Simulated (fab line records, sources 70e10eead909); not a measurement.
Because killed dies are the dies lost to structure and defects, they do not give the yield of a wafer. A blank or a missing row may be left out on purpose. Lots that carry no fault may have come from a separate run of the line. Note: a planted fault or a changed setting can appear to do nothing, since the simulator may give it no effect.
Shared-tool check -- flow nandHarc -- 3 lots, 9 wafers sampled

WHY THIS WAS OPENED
On 3 of the 3 lots, a flag is raised at NHARC_END_SORT_01 on the reading killedAtPeriphery. Fault-free wafers read 2.6, with a standard deviation of 2.1.
Rule: flag the lot when none of its wafers has a number, or when each of its wafers that has one lies beyond 4 standard deviations from that mean. The rest of the lots are taken to be sound.

lot,measured,on,"killedAtPeriphery, wafer by wafer",flag
L989,day 24 05:40,prober-02,643 643 641,FLAGGED
L987,day 25 18:23,prober-01,658 648 658,FLAGGED
L988,day 26 03:54,prober-01,639 649 652,FLAGGED
The numbers of the flagged lots are 647.9 on average: +645.3 against the usual, or +99 or more standard deviations.

WHICH TOOL RAN EACH LOT
3 process steps preceding the reading are held in the record, out of 1159 steps in the route. Cell contents, in order: the tool; ch with the chambers the sampled wafers went through; the start.
lot,flag,NHARC_P_STI_CMP_21,NHARC_P_GATE_DEP_103,NHARC_P_GATE_ETCH_32
L989,FLAGGED,"cmp-01 ch 1,2,3, day 6 18:39","pecvd-04 ch 0,2, day 8 00:53","rieSi-02 ch 0,1,3, day 8 02:49"
L987,FLAGGED,"cmp-02 ch 0,2,3, day 6 13:42","pecvd-02 ch 0,1, day 8 01:28","rieSi-05 ch 0,1,2, day 8 02:58"
L988,FLAGGED,"cmp-04 ch 1,2,3, day 6 13:43","pecvd-04 ch 0,1,2, day 8 01:36","rieSi-04 ch 0,1,2, day 8 03:08"
What the steps here do:
- NHARC_P_STI_CMP_21: polishes, t overpolish 20 s, target thk 380.67 nm.
- NHARC_P_GATE_DEP_103: deposits SiON, target thk 30 nm.
- NHARC_P_GATE_ETCH_32: etches the open film in HBr/Cl2, target depth 150 nm, time 100.1 s.
- NHARC_END_SORT_01

FLAGGED OVER TOTAL, TOOL BY TOOL (the gauges that took the reading come last)
step,tool,lots run,flagged,share of the flagged lots,sound lots run after its first flagged lot
NHARC_P_STI_CMP_21,cmp-01,1,1,some,0
NHARC_P_STI_CMP_21,cmp-02,1,1,some,0
NHARC_P_STI_CMP_21,cmp-04,1,1,some,0
NHARC_P_GATE_DEP_103,pecvd-02,1,1,some,0
NHARC_P_GATE_DEP_103,pecvd-04,2,2,some,0
NHARC_P_GATE_ETCH_32,rieSi-02,1,1,some,0
NHARC_P_GATE_ETCH_32,rieSi-04,1,1,some,0
NHARC_P_GATE_ETCH_32,rieSi-05,1,1,some,0
NHARC_END_SORT_01,prober-01,2,2,some,0
NHARC_END_SORT_01,prober-02,1,1,some,0

WHAT IS ALLOWED BY THE TABLE
No row of the table ran every flagged lot.

WHAT HAD BEEN PUT IN BY THE SIMULATOR
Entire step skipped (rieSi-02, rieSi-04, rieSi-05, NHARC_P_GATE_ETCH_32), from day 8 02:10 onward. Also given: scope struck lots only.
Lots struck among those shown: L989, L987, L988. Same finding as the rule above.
